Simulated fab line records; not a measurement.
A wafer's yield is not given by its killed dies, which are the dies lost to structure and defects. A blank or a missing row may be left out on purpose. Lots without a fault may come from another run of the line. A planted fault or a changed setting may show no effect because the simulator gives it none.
fab line records	flow n5Finfet
[record] lots = 8	wafers = 23	lastDay = 18
route steps=1938 shown BEOL_M4@1111 BEOL_M10@1488 PASSIVATION@1936
lots untouched by any fault: they come from a run of this same line in which no faults occurred
startH: start of the lot's first displayed wafer, in hours after the record's first day	waitH: hours since the lot's step before	" as in the row above	L1.1+2: one row covering several wafers at once	- either no value or no given start	* or withheld: withheld	< > ~ a bound
route shown NAME@n: NAME is a module with steps in the file, n the number in the route of the first one	usual: the fault-free wafers' mean and standard deviation	same: alike in all rows	chamber/n: place in a boat	sites: the reading at each site	_std_site: their standard deviation	_edge_site: mean of outer sites minus mean of inner sites	radiusMm: how far each site lies from the wafer's centre	mask NAME#n: copy n	behind: tool/chamber where the wafer was last shaped	hold: reason for holding the lot/hours on hold/outcome of the hold	device: transistor that didn't switch, given as n, p or np	end of line: the same wafers' tests at the end of the route	a step without rows: its recipe alone	killed: not the wafer's yield, but the dies lost to structure and defects at the first sort	map: a wafer's dies, x killed, . not, _ none there
set.NAME: setting as actually run; set.NAME@STEP: the setting as run at that earlier step	model.NAME: the simulator's own value behind a step, which no gauge read
one table for each step of the route and one row for each wafer, over a sample of lots
services: from which hour (startH, from the record's first day; less than 0 if before it) a tool's chamber was out of use, for how many hours, and why
[[steps]]
[step N5_BEOL_M4_RC_MEAS_101]
[usual] DIBL_N = 36.3/1.2	DIBL_P = 36.3/1.4	IOFF_N = 0.157/0.02	IOFF_P = 0.22/0.033	ION_N = 675/9.6	ION_P = 465/8.2	SS_N = 71.4/0.45	SS_P = 73.3/0.54	VT_N = 249.8/2.5	VT_P = -249/3.2
lot.wafer	tool	chamber	startH	waitH	DIBL_N[mV/V]	DIBL_P[mV/V]	IOFF_N[nA/um]	IOFF_P[nA/um]	ION_N[uA/um]	ION_P[uA/um]	SS_N[mV/dec]	SS_P[mV/dec]	VT_N[mV]	VT_P[mV]
L445.1	prober-01	0	209.08	0.0	36.7	36.7	0.185	0.25	695	475	72.2	73.9	247.5	-249
L445.4	"	0	"	"	36.6	36.2	0.163	0.23	679	466	71.9	72.6	250.2	-249
L445.5	"	0	"	"	36.4	36.4	0.179	0.25	695	477	71.0	72.6	246.5	-246
L444.1	prober-01	0	215.64	0.0	36.5	35.2	0.145	0.20	677	465	71.7	73.1	253.5	-251
L444.5	"	0	"	"	37.5	37.4	0.176	0.24	690	477	71.7	73.4	246.0	-247
L444.6	"	0	"	"	36.6	34.6	0.138	0.19	674	460	71.2	73.4	252.7	-251
L451.1	prober-02	0	251.22	0.0	37.4	35.5	0.168	0.23	683	466	70.9	73.8	249.0	-249
L451.4	"	0	"	"	36.9	35.0	0.162	0.21	680	466	71.2	73.2	248.9	-247
L451.5	"	0	"	"	37.3	35.6	0.174	0.23	682	465	71.6	73.8	250.0	-247
L452.2	prober-01	0	263.83	0.2	37.4	38.4	0.177	0.21	680	462	72.0	73.6	248.5	-253
L452.5	"	0	"	"	36.5	36.9	0.157	0.18	669	459	71.7	73.1	249.4	-253
L452.6	"	0	"	"	36.8	36.2	0.153	0.18	665	451	72.0	73.3	250.3	-254
L453.1	prober-01	0	269.43	0.0	37.2	37.3	0.182	0.25	680	475	71.3	73.5	248.5	-246
L453.3	"	0	"	"	35.8	36.4	0.173	0.24	680	472	71.3	73.9	249.2	-245
L453.4	"	0	"	"	36.2	36.6	0.173	0.23	677	465	71.1	72.8	247.7	-246
L457.1	prober-02	0	274.00	0.0	36.0	35.9	0.160	0.20	683	463	71.2	73.4	249.9	-250
L457.4	"	0	"	"	36.0	36.1	0.152	0.20	672	461	71.7	72.8	249.2	-252
L457.5	"	0	"	"	36.0	36.1	0.159	0.20	685	463	71.2	72.5	248.5	-251
L456.1	prober-02	0	284.71	0.0	36.3	36.0	0.133	0.20	666	461	71.5	72.2	254.8	-251
L456.6	"	0	"	"	37.9	38.3	0.163	0.24	686	477	71.9	74.0	249.4	-248
L464.2	prober-02	0	331.82	0.2	38.2	39.2	0.187	0.29	688	471	71.6	74.1	249.0	-242
L464.4	"	0	"	"	34.8	34.9	0.119	0.20	665	470	70.4	72.6	251.8	-248
L464.6	"	0	"	"	39.5	40.7	0.208	0.34	685	478	71.7	74.1	247.2	-243
[step N5_BEOL_M10_ETCH_62]
[recipe] chemistry = N2/H2	target = SOC	targetDepthA = 1100	overetchA = 220	maskMaterial = SiARC	tempC = 40	timeS = 165	ionEnergyEv = 200	pressureMtorr = 30	sourceW = 840	biasW = 150	n2FlowSccm = 200	h2FlowSccm = 200
[usual] drypumpMotorCurrentA = 5.8/0.42	h2FlowSccm = 199.9/0.58	oesProductAu = 0.66/0.052	rfVppV = 523.7/2.2	showerheadPlenumPTorr = 2.54/0.074	throttleValvePct = 17.9/0.32
lot.wafer	tool	chamber	startH	waitH	drypumpMotorCurrentA	h2FlowSccm	oesProductAu	rfHoursCounterH	rfVppV	showerheadPlenumPTorr	throttleValvePct
L445.1	rieDiel-03	2	254.71	0.0	5.7	200.7	0.66	131	526.4	2.66	17.9
L445.4	"	2	"	"	5.6	201.5	0.66	-	526.6	2.66	17.9
L445.5	"	1	"	"	5.8	199.3	0.73	-	526.7	2.68	17.5
L444.1	rieDiel-01	0	265.86	0.0	5.4	199.4	0.71	63	521.6	2.48	18.3
L444.5	"	2	"	"	5.9	199.8	0.60	-	525.9	2.63	18.2
L444.6	"	1	"	"	5.5	199.7	0.66	-	522.2	2.55	17.5
L451.1	rieDiel-06	1	301.42	0.0	5.8	199.6	0.66	118	522.3	2.45	18.2
L451.4	"	3	"	"	5.4	200.0	0.67	131	524.3	2.55	17.7
L451.5	"	0	"	"	5.8	200.0	0.62	-	523.4	2.53	17.9
L452.2	rieDiel-01	0	314.86	0.0	5.5	200.0	0.69	80	522.0	2.47	18.3
L452.5	"	3	"	"	6.1	199.5	0.71	-	523.0	2.48	17.4
L452.6	"	0	"	"	5.5	199.5	0.69	-	522.7	2.47	18.3
L453.1	rieDiel-06	0	320.85	0.0	5.8	200.2	0.62	188	522.4	2.53	17.9
L453.3	"	3	"	"	5.4	200.0	0.67	137	524.0	2.55	17.7
L453.4	"	1	"	"	5.8	199.4	0.66	126	521.3	2.44	18.2
L457.1	rieDiel-03	1	325.97	0.0	5.8	199.8	0.70	86	528.3	2.67	17.5
L457.4	"	0	"	"	6.0	200.6	0.79	16	525.1	2.60	17.9
L457.5	"	1	"	"	5.8	201.0	0.70	-	527.2	2.67	17.5
L456.1	rieDiel-01	3	332.01	0.0	6.1	199.6	0.70	56	522.4	2.47	17.4
L456.6	"	0	"	"	5.5	200.4	0.69	-	520.9	2.47	18.3
L464.2	rieDiel-06	3	381.19	0.0	5.4	200.8	0.65	159	524.1	2.54	17.8
L464.4	"	0	"	"	5.8	199.6	0.60	-	522.5	2.52	18.0
L464.6	"	3	"	"	5.4	199.6	0.66	-	523.9	2.54	17.8
[step N5_BEOL_M10_HM_OPEN_17]
[recipe] chemistry = Cl2/BCl3	targetDepthA = 200	overetchA = 60	target = TiN	maskMaterial = SOC	ionEnergyEv = 150	pressureMtorr = 10	icpW = 1000	biasW = 126	Cl2_flow_sccm = 53.25	bcl3FlowSccm = 21.75	Ar_flow_sccm = 25
[usual] drypumpMotorCurrentA = 5.8/0.41	oesProductAu = 0.65/0.062	throttleValvePct = 21.99/0.12
lot.wafer	tool	chamber	startH	waitH	drypumpMotorCurrentA	oesProductAu	rfHoursCounterH	throttleValvePct
L445.1	rieMetal-03	1	254.89	0.0	5.9	0.70	24	21.99
L445.4	"	0	"	"	6.2	0.57	-	22.29
L445.5	"	0	"	"	6.1	0.57	-	22.30
L444.1	rieMetal-01	0	266.05	0.0	5.8	0.73	20	21.94
L444.5	"	0	"	"	5.8	0.74	-	21.93
L444.6	"	1	"	"	5.3	0.63	-	21.88
L451.1	rieMetal-01	1	301.61	0.0	5.3	0.63	55	21.91
L451.4	"	0	"	"	5.8	0.71	-	21.95
L451.5	"	1	"	"	5.3	0.63	-	21.89
L452.2	rieMetal-01	0	315.05	0.0	5.7	0.73	24	21.95
L452.5	"	0	"	"	5.8	0.73	-	21.95
L452.6	"	1	"	"	5.3	0.53	-	22.08
L453.1	rieMetal-03	1	321.04	0.0	6.0	0.69	29	21.98
L453.3	"	0	"	"	6.1	0.56	-	22.32
L453.4	"	1	"	"	5.9	0.68	-	22.00
L457.1	rieMetal-01	1	326.16	0.0	5.3	0.63	57	21.91
L457.4	"	1	"	"	5.3	0.53	-	22.08
L457.5	"	1	"	"	5.3	0.63	-	21.90
L456.1	rieMetal-01	0	332.20	0.0	5.7	0.72	25	21.95
L456.6	"	1	"	"	5.3	0.53	-	22.08
L464.2	rieMetal-03	0	381.37	0.0	6.1	0.82	1	22.07
L464.4	"	0	"	"	6.2	0.83	-	22.08
L464.6	"	1	"	"	6.0	0.68	-	22.00
[step N5_BEOL_M10_CD_MEAS_18]
[recipe] pitchNm = 140	targetCdNm = 70
[usual] cdNm = 69.9/0.56
lot.wafer	tool	chamber	startH	waitH	cdNm
L445.1	cdSem-01	-	255.07	0.0	69.8
L445.4	"	-	"	"	70.1
L445.5	"	-	"	"	69.8
L444.1	cdSem-02	-	266.24	0.0	71.1
L444.5	"	-	"	"	70.9
L444.6	"	-	"	"	71.5
L451.1	cdSem-01	-	301.79	0.0	69.8
L451.4	"	-	"	"	70.5
L451.5	"	-	"	"	70.2
L452.2	cdSem-01	-	315.25	0.1	69.9
L452.5	"	-	"	"	69.9
L452.6	"	-	"	"	69.0
L453.1	cdSem-01	-	321.50	0.0	71.3
L453.3	"	-	"	"	70.0
L453.4	"	-	"	"	70.8
L457.1	cdSem-03	-	326.34	0.0	70.2
L457.4	"	-	"	"	69.7
L457.5	"	-	"	"	70.6
L456.1	cdSem-01	-	332.38	0.0	69.5
L456.6	"	-	"	"	69.1
L464.2	cdSem-01	-	381.56	0.1	69.8
L464.4	"	-	"	"	70.2
L464.6	"	-	"	"	69.7
[step N5_BEOL_M10_INSPECT_30]
[recipe] mode = adi	inspectInstrument = brightfield
[usual] rawDefectCount = 429/95
lot.wafer	tool	chamber	startH	waitH	rawDefectCount
L445.1	defectInspect-01	-	255.74	0.0	404
L445.4	"	-	"	"	456
L445.5	"	-	"	"	539
L444.1	defectInspect-02	-	267.66	0.0	533
L444.5	"	-	"	"	524
L444.6	"	-	"	"	339
L451.1	defectInspect-01	-	302.29	0.0	450
L451.4	"	-	"	"	356
L451.5	"	-	"	"	375
L452.2	defectInspect-01	-	316.78	0.0	408
L452.5	"	-	"	"	330
L452.6	"	-	"	"	347
L453.1	defectInspect-02	-	321.85	0.0	616
L453.3	"	-	"	"	647
L453.4	"	-	"	"	514
L457.1	defectInspect-01	-	326.80	0.0	325
L457.4	"	-	"	"	360
L457.5	"	-	"	"	432
L456.1	defectInspect-01	-	333.68	0.0	434
L456.6	"	-	"	"	600
L464.2	defectInspect-01	-	382.77	0.0	354
L464.4	"	-	"	"	443
L464.6	"	-	"	"	392
[step N5_BEOL_M10_VIA_ETCH_34]
[recipe] chemistry = C4F6/O2	target = SiCOH_lowk	targetDepthA = 1845	maskMaterial = SOC	taperDeg = 4	timeS = 69.2	ionEnergyEv = 250	pressureMtorr = 30	sourceW = 345	biasW = 185	Ar_flow_sccm = 300	C4F6_flow_sccm = 10	O2_flow_sccm = 10
[usual] drypumpMotorCurrentA = 5.8/0.4	oesProductAu = 0.79/0.075	rfVppV = 667/4.3	showerheadPlenumPTorr = 2.87/0.088	throttleValvePct = 21.0/0.31
lot.wafer	tool	chamber	startH	waitH	drypumpMotorCurrentA	oesProductAu	rfHoursCounterH	rfVppV	showerheadPlenumPTorr	throttleValvePct
L445.1	rieDiel-01	2	255.98	0.0	5.9	0.71	214	671	2.93	21.1
L445.4	"	1	"	"	5.5	0.80	134	662	2.86	20.6
L445.5	"	3	"	"	6.1	0.87	-	665	2.78	20.4
L444.1	rieDiel-06	0	267.91	0.0	5.8	0.74	166	663	2.84	21.0
L444.5	"	2	"	"	6.8	0.72	-	672	2.83	21.5
L444.6	"	1	"	"	5.8	0.79	-	660	2.75	21.2
L451.1	rieDiel-01	1	302.53	0.0	5.5	0.78	149	663	2.85	20.6
L451.4	"	2	"	"	5.9	0.70	229	673	2.93	21.2
L451.5	"	1	"	"	5.5	0.79	-	663	2.85	20.6
L452.2	rieDiel-01	2	317.02	0.0	5.9	0.69	234	674	2.92	21.2
L452.5	"	0	"	"	5.5	0.82	-	667	2.77	21.3
L452.6	"	3	"	"	6.1	0.31	-	664	2.77	20.3
L453.1	rieDiel-03	1	322.14	0.0	5.8	0.82	84	662	3.00	20.7
L453.3	"	2	"	"	5.7	0.75	157	671	2.96	21.1
L453.4	"	3	"	"	5.1	0.96	8	671	3.04	20.8
L457.1	rieDiel-06	2	327.04	0.0	6.9	0.71	234	670	2.82	21.5
L457.4	"	1	"	"	5.8	0.30	128	661	2.74	21.1
L457.5	"	2	"	"	6.9	0.70	-	670	2.82	21.5
L456.1	rieDiel-01	3	333.92	0.0	6.2	0.83	57	664	2.77	20.5
L456.6	"	0	"	"	5.5	0.30	-	668	2.77	21.2
L464.2	rieDiel-03	3	383.01	0.0	5.1	0.90	31	673	3.02	20.8
L464.4	"	0	"	"	6.0	0.90	36	668	2.90	21.0
L464.6	"	3	"	"	5.1	0.91	-	671	3.03	20.8
[step N5_BEOL_M10_OCD_MEAS_38]
[usual] trenchDepthNm = 148.3/1.9
lot.wafer	tool	chamber	startH	waitH	trenchDepthNm
L445.1	ocd-01	-	256.27	-	147.6
L445.4	"	-	"	"	150.2
L445.5	"	-	"	"	150.6
L444.1	ocd-01	-	268.19	-	148.2
L444.5	"	-	"	"	146.3
L444.6	"	-	"	"	148.7
L451.1	ocd-02	-	302.82	-	149.9
L451.4	"	-	"	"	147.4
L451.5	"	-	"	"	150.6
L452.2	ocd-02	-	317.31	-	149.3
L452.5	"	-	"	"	149.0
L452.6	"	-	"	"	-
L453.1	ocd-02	-	322.42	-	147.0
L453.3	"	-	"	"	147.6
L453.4	"	-	"	"	148.1
L457.1	ocd-02	-	327.33	-	146.3
L457.4	"	-	"	"	0
L457.5	"	-	"	"	146.2
L456.1	ocd-01	-	334.21	-	149.5
L456.6	"	-	"	"	-
L464.2	ocd-01	-	383.29	-	149.8
L464.4	"	-	"	"	152.9
L464.6	"	-	"	"	148.9
[step N5_BEOL_M10_CD_MEAS_35]
[recipe] targetCdNm = 70	polarity = opening
[usual] cdNm = 70.0/0.57
lot.wafer	tool	chamber	startH	waitH	cdNm
L445.1	cdSem-01	-	256.42	0.0	70.0
L445.4	"	-	"	"	69.5
L445.5	"	-	"	"	70.2
L444.1	cdSem-01	-	268.35	0.0	71.0
L444.5	"	-	"	"	71.0
L444.6	"	-	"	"	71.0
L451.1	cdSem-02	-	302.97	0.0	70.0
L451.4	"	-	"	"	70.6
L451.5	"	-	"	"	70.4
L452.2	cdSem-03	-	317.46	0.0	69.7
L452.5	"	-	"	"	69.8
L452.6	"	-	"	"	-
L453.1	cdSem-01	-	322.57	0.0	71.1
L453.3	"	-	"	"	70.4
L453.4	"	-	"	"	71.0
L457.1	cdSem-03	-	327.58	0.0	70.1
L457.4	"	-	"	"	-
L457.5	"	-	"	"	70.4
L456.1	cdSem-03	-	334.48	0.0	69.6
L456.6	"	-	"	"	-
L464.2	cdSem-03	-	383.46	0.0	70.1
L464.4	"	-	"	"	70.7
L464.6	"	-	"	"	69.6
[step N5_PASSIVATION_PROBE_49]
[usual] defectLimitedYield = 91.1/1.4	killed_at_M0_to_M3 = 33/10	killed_at_M4_up = 15/5.8	killedAtContacts = 13/5.9	killedAtFrontEnd = 39/11	killedAtOther = 4/3.6	killedDies = 105/16	killedOnRim = 13/3.7	killedOpen = 68/11	killedShort = 34/7.8	sort_bin_5_function = 5.2/0.88	sort_bin_6_memory = 3.3/0.61	sortNPass = 1075/16	sortYieldPct = 91.1/1.4
[same] grossDies = 1180	killedAtBackSide = 0	sort_bin_4_leakage[%] = 0	sort_bin_8_speed[%] = 0
lot.wafer	tool	chamber	startH	waitH	defectLimitedYield[%]	killed_at_M0_to_M3	killed_at_M4_up	killedAtContacts	killedAtFrontEnd	killedAtOther	killedDies	killedOnRim	killedOpen	killedShort	sort_bin_5_function[%]	sort_bin_6_memory[%]	sortNPass	sortYieldPct[%]
L452.2	prober-02	-	369.48	0.1	92.5	36	19	5	26	3	89	12	57	30	4.7	2.6	1091	92.5
L452.5	prober-02	-	369.63	0.2	92.2	19	23	11	39	0	92	8	59	26	4.0	3.3	1088	92.2
L452.6	prober-02	-	369.68	0.3	0	46	1081	14	39	0	1180	152	76	35	96.4	3.2	0	0
L457.1	prober-01	-	381.69	0.0	87.3	70	14	7	52	7	150	19	87	62	7.3	4.7	1030	87.3
L457.4	prober-01	-	381.84	0.2	0	35	1078	6	55	6	1180	152	80	45	95.7	3.9	0	0
L457.5	prober-01	-	381.89	0.2	90.8	43	19	2	40	4	108	10	74	29	5.1	3.4	1072	90.8
L456.1	prober-02	-	385.70	0.0	91.3	37	12	15	37	2	103	12	71	31	4.7	3.7	1077	91.3
L456.6	prober-02	-	385.95	0.3	0	26	1100	13	41	0	1180	152	53	34	96.8	2.8	0	0
// killed by level:class
L452.2 FIN_SAQP:geometricParticle:open=8 BEOL_M3:geometricParticle:open=8 BEOL_M4:geometricParticle:open=8 BEOL_M0_SAQP:geometricParticle:short=7 MOL_CONTACT_COAG:geometricParticle:open=5 BEOL_M0:geometricParticle:open=5 FIN_SAQP:geometricParticle:short=4 BEOL_M2:geometricParticle:short=4
L452.5 BEOL_M4:geometricParticle:open=10 FIN_SAQP:geometricParticle:open=8 MOL_CONTACT_COAG:geometricParticle:open=8 FIN_SAQP:geometricParticle:short=6 DUMMY_GATE:geometricParticle:open=6 STARTING-WAFER:geometricParticle:short=5 BEOL_M3:geometricParticle:open=5 STI_FIN_REVEAL:geometricParticle:open=3
L452.6 BEOL_M10:areaOpen=1066 MOL_CONTACT_COAG:geometricParticle:open=11 BEOL_M2:geometricParticle:open=10 FIN_SAQP:geometricParticle:open=7 BEOL_M1:geometricParticle:open=7 FIN_SAQP:geometricParticle:short=7 BEOL_M0:geometricParticle:open=7 STI_FIN_REVEAL:geometricParticle:open=6
L457.1 FIN_SAQP:geometricParticle:short=14 FIN_SAQP:geometricParticle:open=11 BEOL_M2:geometricParticle:open=11 BEOL_M3:geometricParticle:open=11 BEOL_M0_SAQP:geometricParticle:short=10 BEOL_M1:geometricParticle:open=10 BEOL_M2:geometricParticle:short=9 BEOL_M0:geometricParticle:open=7
L457.4 BEOL_M10:areaOpen=1052 FIN_SAQP:geometricParticle:short=20 BEOL_M3:geometricParticle:open=12 BEOL_M4:geometricParticle:open=10 FIN_SAQP:geometricParticle:open=9 STI_FIN_REVEAL:geometricParticle:open=9 STI_FIN_REVEAL:geometricParticle:short=7 BEOL_M2:geometricParticle:open=6
L457.5 BEOL_M0_SAQP:geometricParticle:open=12 STI_FIN_REVEAL:geometricParticle:open=9 BEOL_M0:geometricParticle:open=8 FIN_SAQP:geometricParticle:short=7 BEOL_M0_SAQP:geometricParticle:short=6 BEOL_M3:geometricParticle:open=6 BEOL_M4:geometricParticle:open=6 BEOL_M8:geometricParticle:open=5
L456.1 MOL_CONTACT_COAG:geometricParticle:open=11 BEOL_M2:geometricParticle:open=10 GATE_CUT:geometricParticle:short=7 BEOL_M1:geometricParticle:open=6 BEOL_M3:geometricParticle:open=6 BEOL_M4:geometricParticle:open=6 FIN_SAQP:geometricParticle:short=5 BEOL_M0_SAQP:geometricParticle:open=5
L456.6 BEOL_M10:areaOpen=1091 MOL_CONTACT_COAG:geometricParticle:open=12 BEOL_M3:geometricParticle:open=8 STI_FIN_REVEAL:geometricParticle:open=7 GATE_CUT:geometricParticle:short=7 STARTING-WAFER:geometricParticle:open=5 FIN_SAQP:geometricParticle:short=4 BEOL_M1:geometricParticle:open=4
[[services]]
tool	chamber	startH	hours	kind
rieMetal-03	1	239.02	11.6	repair
rieDiel-01	1	247.05	2.6	repair
rieDiel-03	3	247.54	9.3	repair
rieMetal-03	-	258.26	0.4	repair
rieDiel-03	0	259.40	-	clean
rieDiel-03	0	259.40	-	consumableReplace:focusRing
rieDiel-03	0	259.40	20.5	scheduledDown
rieDiel-03	0	259.40	20.5	ventCycle
rieDiel-03	-	267.25	1.6	repair
rieDiel-03	3	279.88	-	clean
rieDiel-03	3	279.88	-	consumableReplace:focusRing
rieMetal-01	0	302.31	5.3	repair
rieDiel-03	2	330.71	4.4	repair
rieDiel-01	2	357.51	-	clean
rieDiel-01	2	357.51	-	consumableReplace:focusRing
rieDiel-01	2	357.51	16.1	scheduledDown
rieDiel-01	2	357.51	16.1	ventCycle
rieMetal-01	1	362.21	3.6	repair
rieDiel-06	-	370.27	2.8	pm
rieDiel-06	2	379.23	-	clean
rieDiel-06	2	379.23	-	consumableReplace:esc
rieDiel-06	2	379.23	-	consumableReplace:focusRing
rieDiel-06	2	379.23	23.6	scheduledDown
rieDiel-06	2	379.23	23.6	ventCycle
[[key]]
[firstSign] step = N5_BEOL_M10_VIA_ETCH_34	reading = oesProductAu	direction = down	sigmas = 6.5	usual = 0.79	struck = 0.30
[effect] step = N5_BEOL_M10_OCD_MEAS_38	reading = trenchDepthNm	direction = missing
[effect] step = N5_BEOL_M10_CD_MEAS_35	reading = cdNm	direction = missing
[effect] step = N5_PASSIVATION_PROBE_49	reading = killed_at_M4_up	direction = up	sigmas = 99+	usual = 15	struck = 1086
[moreKillsBornAt] N5_BEOL_M10_HM_OPEN_17@rieMetal-01 = 3209
metAt N5_BEOL_M10_HM_OPEN_17
struckLots L452,L456,L457
struckWafers L452.6,L456.6,L457.4
laterRowsLeftOut L452.6,L456.6,L457.4
notActingAt N5_BEOL_M10_ETCH_62,N5_BEOL_M10_CD_MEAS_18,N5_BEOL_M10_INSPECT_30
onsetBetween 301.61 315.05
[fault] kind = processParameterDrift	tool = rieMetal-01	chamber = -	onsetH = 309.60	steps = N5_BEOL_M10_HM_OPEN_17	channel = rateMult	offset = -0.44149	shape = step	endH = 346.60	scope = struckWafersOnly
// laterRowsLeftOut: the simulator's readings of these wafers behind a module that went badly wrong aren't trusted and aren't shown, but for the sort
